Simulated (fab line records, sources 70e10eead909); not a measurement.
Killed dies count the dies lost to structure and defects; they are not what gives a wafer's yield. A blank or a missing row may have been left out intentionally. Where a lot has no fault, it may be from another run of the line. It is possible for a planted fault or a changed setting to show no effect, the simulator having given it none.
Matching of chambers -- flow nandHarc -- rieDiel-11 running NHARC_P_M0_STRIP_18: 4 sister chambers
The step strips in N2/H2. 4 wafers are shown with their chamber, then 10 later ones without.

## WAFERS PAIRED WITH THEIR CHAMBERS
wafer,chamber,drypumpMotorCurrentA (A)
L077.1,0,5.5
L082.5,1,6.0
L083.6,2,5.8
L092.5,3,5.8

## WAFERS WITH NO CHAMBER GIVEN
wafer,drypumpMotorCurrentA (A)
L092.6,5.8
L093.1,5.7
L093.2,5.8
L093.3,6.0
L094.1,5.8
L094.2,5.8
L094.3,6.0
L095.3,6.0
L095.4,5.6
L095.6,6.0

## CHAMBER TAKEN BY EACH
wafer,from the rows above,in truth
L092.6,can't be placed: 2 or 3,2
L093.1,can't be placed: 2 or 3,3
L093.2,can't be placed: 2 or 3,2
L093.3,1,1
L094.1,can't be placed: 2 or 3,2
L094.2,can't be placed: 2 or 3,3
L094.3,1,1
L095.3,1,1
L095.4,0,0
L095.6,1,1
Placed correctly: 5 of 10. Unplaceable from these rows: 5, with the true chamber sitting among the candidates in 5. Placed wrongly: 0.
How it was worked out, from the rows above alone: a wafer's distance from a chamber is the root of the sum, over the readings, of the square of ((its reading less the chamber's mean) divided by the reading's scatter). If the next closest chamber is less than 2 further off than the closest, the wafer can't be placed; otherwise it belongs to the closest. A chamber's mean is the mean of its shown wafers. The scatter: with one shown wafer a chamber, the root of the mean of the squares of how far each hidden wafer lies from its nearest shown one.
